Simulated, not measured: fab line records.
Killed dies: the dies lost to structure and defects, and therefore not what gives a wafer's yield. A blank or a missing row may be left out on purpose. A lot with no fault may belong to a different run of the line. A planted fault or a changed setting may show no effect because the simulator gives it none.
Which tool did it? :: flow n5Finfet :: Sampling: 9 lots, 27 wafers, 6 of 1938 route steps

WHAT EACH GAUGE READ, for each wafer
N5_BEOL_M4_RC_MEAS_101.
lot: L983
measured: day 9 08:17
on: prober-02
DIBL_N (mV/V): 36.5 38.0 35.6
DIBL_P (mV/V): 35.4 37.1 34.9
IOFF_N (nA/um): 0.157 0.188 0.149
IOFF_P (nA/um): 0.23 0.26 0.22
ION_N (uA/um): 674 685 695
ION_P (uA/um): 461 476 479
SS_N (mV/dec): 72.0 72.2 71.3
SS_P (mV/dec): 72.8 73.8 73.0
VT_N (mV): 251.4 244.5 246.2
VT_P (mV): -249 -245 -246

lot: L986
measured: day 9 16:22
on: prober-02
DIBL_N (mV/V): 36.9 37.0 35.6
DIBL_P (mV/V): 37.9 38.1 36.5
IOFF_N (nA/um): 0.179 0.182 0.160
IOFF_P (nA/um): 0.22 0.22 0.20
ION_N (uA/um): 673 688 697
ION_P (uA/um): 463 466 464
SS_N (mV/dec): 71.6 71.7 70.8
SS_P (mV/dec): 74.8 73.9 74.3
VT_N (mV): 245.1 246.4 248.8
VT_P (mV): -251 -250 -253

lot: L988
measured: day 10 08:52
on: prober-01
DIBL_N (mV/V): 39.4 35.7 37.3
DIBL_P (mV/V): 38.9 35.8 36.8
IOFF_N (nA/um): 0.212 0.142 0.167
IOFF_P (nA/um): 0.32 0.25 0.27
ION_N (uA/um): 686 662 666
ION_P (uA/um): 472 470 473
SS_N (mV/dec): 71.8 70.8 72.1
SS_P (mV/dec): 74.2 73.1 73.3
VT_N (mV): 244.7 251.3 248.1
VT_P (mV): -242 -244 -246

lot: L999
measured: day 12 18:37
on: prober-01
DIBL_N (mV/V): 37.5 35.4 36.4
DIBL_P (mV/V): 35.8 34.7 35.1
IOFF_N (nA/um): 0.166 0.140 0.143
IOFF_P (nA/um): 0.21 0.20 0.20
ION_N (uA/um): 678 668 668
ION_P (uA/um): 463 462 460
SS_N (mV/dec): 71.2 71.3 71.1
SS_P (mV/dec): 73.0 72.8 72.6
VT_N (mV): 249.6 248.2 247.9
VT_P (mV): -249 -251 -252

lot: L998
measured: day 12 23:14
on: prober-01
DIBL_N (mV/V): 41.2 38.5 39.1
DIBL_P (mV/V): 40.7 38.3 39.0
IOFF_N (nA/um): 0.249 0.185 0.202
IOFF_P (nA/um): 0.29 0.24 0.26
ION_N (uA/um): 683 671 689
ION_P (uA/um): 464 459 474
SS_N (mV/dec): 72.4 72.3 71.2
SS_P (mV/dec): 75.1 73.9 73.4
VT_N (mV): 244.6 248.4 243.9
VT_P (mV): -246 -248 -248

lot: L101
measured: day 13 16:11
on: prober-01
DIBL_N (mV/V): 38.4 35.0 35.9
DIBL_P (mV/V): 42.3 37.9 38.6
IOFF_N (nA/um): 0.213 0.145 0.164
IOFF_P (nA/um): 0.29 0.21 0.23
ION_N (uA/um): 685 680 682
ION_P (uA/um): 470 470 471
SS_N (mV/dec): 72.8 70.8 71.5
SS_P (mV/dec): 74.2 72.1 72.9
VT_N (mV): 246.6 248.1 250.8
VT_P (mV): -245 -250 -249

lot: L100
measured: day 13 19:29
on: prober-01
DIBL_N (mV/V): 33.9 34.3 34.3
DIBL_P (mV/V): 34.1 34.0 33.9
IOFF_N (nA/um): 0.123 0.123 0.128
IOFF_P (nA/um): 0.21 0.20 0.21
ION_N (uA/um): 676 665 663
ION_P (uA/um): 477 459 467
SS_N (mV/dec): 71.4 71.0 71.2
SS_P (mV/dec): 72.4 73.1 72.2
VT_N (mV): 255.8 254.4 256.5
VT_P (mV): -246 -248 -247

lot: L102
measured: day 13 21:23
on: prober-01
DIBL_N (mV/V): 35.9 35.8 35.9
DIBL_P (mV/V): 35.8 36.3 36.1
IOFF_N (nA/um): 0.146 0.143 0.152
IOFF_P (nA/um): 0.20 0.20 0.20
ION_N (uA/um): 667 671 675
ION_P (uA/um): 459 467 462
SS_N (mV/dec): 71.0 71.2 71.4
SS_P (mV/dec): 73.1 73.1 72.5
VT_N (mV): 253.6 250.4 251.3
VT_P (mV): -251 -253 -254

lot: L103
measured: day 14 04:17
on: prober-01
DIBL_N (mV/V): 36.0 34.9 35.7
DIBL_P (mV/V): 37.1 35.2 36.3
IOFF_N (nA/um): 0.169 0.145 0.164
IOFF_P (nA/um): 0.22 0.19 0.22
ION_N (uA/um): 669 662 672
ION_P (uA/um): 465 456 462
SS_N (mV/dec): 71.8 71.6 71.7
SS_P (mV/dec): 73.4 73.5 73.8
VT_N (mV): 249.5 252.3 250.3
VT_P (mV): -250 -251 -248

N5_BEOL_M11_CD_MEAS_11: the cd target is 64.1 nm.
lot: L983
measured: day 11 22:06
on: cdSem-01
cdNm (nm): 64.3 64.8 64.9

lot: L986
measured: day 12 10:55
on: cdSem-03
cdNm (nm): 63.7 63.9 63.7

lot: L988
measured: day 12 23:38
on: cdSem-01
cdNm (nm): 64.7 64.1 64.2

lot: L999
measured: day 15 11:32
on: cdSem-01
cdNm (nm): 64.0 64.4 63.5

lot: L998
measured: day 15 11:53
on: cdSem-03
cdNm (nm): 64.4 64.0 63.9

lot: L101
measured: day 15 21:50
on: cdSem-02
cdNm (nm): 63.6 64.4 64.0

lot: L100
measured: day 16 10:01
on: cdSem-02
cdNm (nm): 64.7 64.4 65.0

lot: L102
measured: day 16 10:32
on: cdSem-01
cdNm (nm): 63.7 63.7 63.4

lot: L103
measured: day 16 15:03
on: cdSem-03
cdNm (nm): 64.9 65.5 65.1

N5_BEOL_M11_OCD_MEAS_38.
lot: L983
measured: day 12 01:28
on: ocd-02
trenchDepthNm (nm): 149.3 145.9 149.3

lot: L986
measured: day 12 13:53
on: ocd-02
trenchDepthNm (nm): 151.1 149.6 149.9

lot: L988
measured: day 13 01:16
on: ocd-02
trenchDepthNm (nm): 150.6 149.9 147.8

lot: L999
measured: day 15 15:03
on: ocd-02
trenchDepthNm (nm): - - -

lot: L998
measured: day 15 14:53
on: ocd-01
trenchDepthNm (nm): - - -

lot: L101
measured: day 16 00:01
on: ocd-01
trenchDepthNm (nm): 150.3 146.9 146.6

lot: L100
measured: day 16 11:59
on: ocd-01
trenchDepthNm (nm): 152.5 150.7 148.7

lot: L102
measured: day 16 14:26
on: ocd-02
trenchDepthNm (nm): 150.0 146.8 148.1

lot: L103
measured: day 16 17:21
on: ocd-01
trenchDepthNm (nm): 145.8 148.7 150.5

EACH LOT AND THE TOOL THAT RAN IT (in order: tool; ch and the chambers of the sampled wafers; start)
lot: L983
N5_BEOL_M10_ALD_74: aldMetal-04 ch 1,2,3, day 11 17:14
N5_BEOL_M11_ILD_DEP_00: pecvd-04 ch 0,1,2, day 11 20:23
N5_BEOL_M11_CURE_71: uvCure-03 ch 2, day 11 20:36

lot: L986
N5_BEOL_M10_ALD_74: aldMetal-04 ch 1,2,3, day 12 07:41
N5_BEOL_M11_ILD_DEP_00: pecvd-02 ch 0,1,2, day 12 09:16
N5_BEOL_M11_CURE_71: uvCure-03 ch 2, day 12 09:26

lot: L988
N5_BEOL_M10_ALD_74: aldMetal-02 ch 1,2,3, day 12 19:32
N5_BEOL_M11_ILD_DEP_00: pecvd-04 ch 0,1, day 12 22:01
N5_BEOL_M11_CURE_71: uvCure-03 ch 2, day 12 22:32

lot: L999
N5_BEOL_M10_ALD_74: aldMetal-03 ch 0,1,3, day 15 07:05
N5_BEOL_M11_ILD_DEP_00: pecvd-04 ch 0,1,2, day 15 08:41
N5_BEOL_M11_CURE_71: uvCure-01 ch 2, day 15 08:46

lot: L998
N5_BEOL_M10_ALD_74: aldMetal-04 ch 0,3, day 15 07:47
N5_BEOL_M11_ILD_DEP_00: pecvd-04 ch 0,2, day 15 09:16
N5_BEOL_M11_CURE_71: uvCure-02 ch 1, day 15 09:21

lot: L101
N5_BEOL_M10_ALD_74: aldMetal-04 ch 0,1, day 15 18:22
N5_BEOL_M11_ILD_DEP_00: pecvd-02 ch 0,1,2, day 15 20:25
N5_BEOL_M11_CURE_71: uvCure-01 ch 1, day 15 20:30

lot: L100
N5_BEOL_M10_ALD_74: aldMetal-02 ch 2,3, day 16 05:52
N5_BEOL_M11_ILD_DEP_00: pecvd-03 ch 0,1, day 16 07:31
N5_BEOL_M11_CURE_71: uvCure-03 ch 2, day 16 07:46

lot: L102
N5_BEOL_M10_ALD_74: aldMetal-03 ch 1,2, day 16 06:01
N5_BEOL_M11_ILD_DEP_00: pecvd-02 ch 0,2, day 16 08:14
N5_BEOL_M11_CURE_71: uvCure-03 ch 2, day 16 08:24

lot: L103
N5_BEOL_M10_ALD_74: aldMetal-04 ch 0,1,2, day 16 10:46
N5_BEOL_M11_ILD_DEP_00: pecvd-03 ch 0,1, day 16 12:19
N5_BEOL_M11_CURE_71: uvCure-03 ch 1, day 16 12:40
- N5_BEOL_M10_ALD_74: deposits TaN, target thk 2 nm, pulse time 2 s, purge time 3 s.
- N5_BEOL_M11_ILD_DEP_00: deposits SiCOH lowk from DEMS/porogen, target thk 308.51 nm, time 58 s.
- N5_BEOL_M11_CURE_71: cures SiCOH lowk, time 240 s.

AS READ BY THE TOOLS THEMSELVES (means over the sampled wafers that have a number; for cases with no such wafer, the mark the record gives instead)
N5_BEOL_M10_ALD_74.
lot: L983
tool: aldMetal-04
heaterPowerW (W): 413
precursorVesselCarrierSccm (sccm): 1001
susceptorTempC (C): 275.18

lot: L986
tool: aldMetal-04
heaterPowerW (W): 413
precursorVesselCarrierSccm (sccm): 997
susceptorTempC (C): 275.00

lot: L988
tool: aldMetal-02
heaterPowerW (W): 392
precursorVesselCarrierSccm (sccm): 1000
susceptorTempC (C): 274.96

lot: L999
tool: aldMetal-03
heaterPowerW (W): 415
precursorVesselCarrierSccm (sccm): 999
susceptorTempC (C): 275.11

lot: L998
tool: aldMetal-04
heaterPowerW (W): 388
precursorVesselCarrierSccm (sccm): 1002
susceptorTempC (C): 274.64

lot: L101
tool: aldMetal-04
heaterPowerW (W): 407
precursorVesselCarrierSccm (sccm): 1000
susceptorTempC (C): 275.01

lot: L100
tool: aldMetal-02
heaterPowerW (W): 383
precursorVesselCarrierSccm (sccm): 999
susceptorTempC (C): 274.80

lot: L102
tool: aldMetal-03
heaterPowerW (W): 417
precursorVesselCarrierSccm (sccm): 999
susceptorTempC (C): 274.97

lot: L103
tool: aldMetal-04
heaterPowerW (W): 399
precursorVesselCarrierSccm (sccm): 1003
susceptorTempC (C): 274.88

N5_BEOL_M11_ILD_DEP_00.
lot: L983
tool: pecvd-04
chamberPressureTorr (Torr): 5.006
heaterPowerOuterW (W): 138
heaterPowerW (W): 312
showerheadPlenumPTorr (Torr): 5.743
susceptorTempC (C): 300.11
throttleValvePct (%): 14.0

lot: L986
tool: pecvd-02
chamberPressureTorr (Torr): 4.991
heaterPowerOuterW (W): 122
heaterPowerW (W): 271
showerheadPlenumPTorr (Torr): 5.724
susceptorTempC (C): 300.04
throttleValvePct (%): 14.5

lot: L988
tool: pecvd-04
chamberPressureTorr (Torr): 4.992
heaterPowerOuterW (W): 133
heaterPowerW (W): 323
showerheadPlenumPTorr (Torr): 5.743
susceptorTempC (C): 299.71
throttleValvePct (%): 14.8

lot: L999
tool: pecvd-04
chamberPressureTorr (Torr): -
heaterPowerOuterW (W): -
heaterPowerW (W): -
showerheadPlenumPTorr (Torr): -
susceptorTempC (C): -
throttleValvePct (%): -

lot: L998
tool: pecvd-04
chamberPressureTorr (Torr): -
heaterPowerOuterW (W): -
heaterPowerW (W): -
showerheadPlenumPTorr (Torr): -
susceptorTempC (C): -
throttleValvePct (%): -

lot: L101
tool: pecvd-02
chamberPressureTorr (Torr): 4.999
heaterPowerOuterW (W): 124
heaterPowerW (W): 272
showerheadPlenumPTorr (Torr): 5.727
susceptorTempC (C): 299.91
throttleValvePct (%): 14.9

lot: L100
tool: pecvd-03
chamberPressureTorr (Torr): 4.996
heaterPowerOuterW (W): 141
heaterPowerW (W): 320
showerheadPlenumPTorr (Torr): 5.746
susceptorTempC (C): 299.91
throttleValvePct (%): 14.0

lot: L102
tool: pecvd-02
chamberPressureTorr (Torr): 5.019
heaterPowerOuterW (W): 124
heaterPowerW (W): 268
showerheadPlenumPTorr (Torr): 5.735
susceptorTempC (C): 299.92
throttleValvePct (%): 14.7

lot: L103
tool: pecvd-03
chamberPressureTorr (Torr): 5.000
heaterPowerOuterW (W): 185
heaterPowerW (W): 374
showerheadPlenumPTorr (Torr): 5.753
susceptorTempC (C): 299.94
throttleValvePct (%): 14.6

N5_BEOL_M11_CURE_71.
lot: L983
tool: uvCure-03
lampPowerPct (%): 52.32
wafer_temp_C_max: 386.3

lot: L986
tool: uvCure-03
lampPowerPct (%): 52.32
wafer_temp_C_max: 386.9

lot: L988
tool: uvCure-03
lampPowerPct (%): 52.31
wafer_temp_C_max: 386.4

lot: L999
tool: uvCure-01
lampPowerPct (%): 52.30
wafer_temp_C_max: 386.6

lot: L998
tool: uvCure-02
lampPowerPct (%): 52.26
wafer_temp_C_max: 387.1

lot: L101
tool: uvCure-01
lampPowerPct (%): 52.30
wafer_temp_C_max: 386.3

lot: L100
tool: uvCure-03
lampPowerPct (%): 52.32
wafer_temp_C_max: 386.6

lot: L102
tool: uvCure-03
lampPowerPct (%): 52.26
wafer_temp_C_max: 385.9

lot: L103
tool: uvCure-03
lampPowerPct (%): 52.30
wafer_temp_C_max: 387.1

THE ANSWER, worked out from the rows above alone
Rule: usual is defined by the lots themselves. Put in order of their means at a reading, lots are off if they are a third of the lots or fewer, leave a main group of 4 or more, and stand apart from it by a gap of 3 or more times the standard deviation of the main group's means; of several such gaps the widest counts. A main group is skipped when, at the precision printed for the reading in the tables above, its means are all equal. A lot without any number at a reading at which 4 lots or more have one is off too. All remaining lots with rows at the step are treated as sound. First the gauges in route order, then the tools' own readings, where a lot's mean is used as printed above. The first step at which some lot is off is used, and at that step the reading that is off furthest; a lot without a number counts as furthest.
Off: L999, L998, at N5_BEOL_M11_OCD_MEAS_38 (trenchDepthNm). Without a number there: L999, L998. For the main group the mean is 149.0 nm and the standard deviation 1.
If a tool, at a process step before that reading, ran all the lots that are off and no sound lot after the first of them, it fits. The gauges at N5_BEOL_M11_OCD_MEAS_38 aren't tried: what is off there is off at N5_BEOL_M11_ILD_DEP_00 too, on other tools, and a gauge's error can't cause that. One candidate fits, namely pecvd-04 at N5_BEOL_M11_ILD_DEP_00. A fault onset in the window from L988 (day 12 22:01, its last sound lot) to L999 (day 15 08:41, its first lot off) fits.
Blank at N5_BEOL_M11_ILD_DEP_00 on the lots that are off, where sound lots have numbers: chamberPressureTorr, heaterPowerOuterW, heaterPowerW, showerheadPlenumPTorr, susceptorTempC, throttleValvePct.

WHAT THE SIMULATOR PUT IN
At N5_BEOL_M11_ILD_DEP_00, the step was skipped entirely on pecvd-04 from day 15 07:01 on. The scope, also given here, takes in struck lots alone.
Struck lots among those shown: L999, L998. The rule given above showed the same thing.
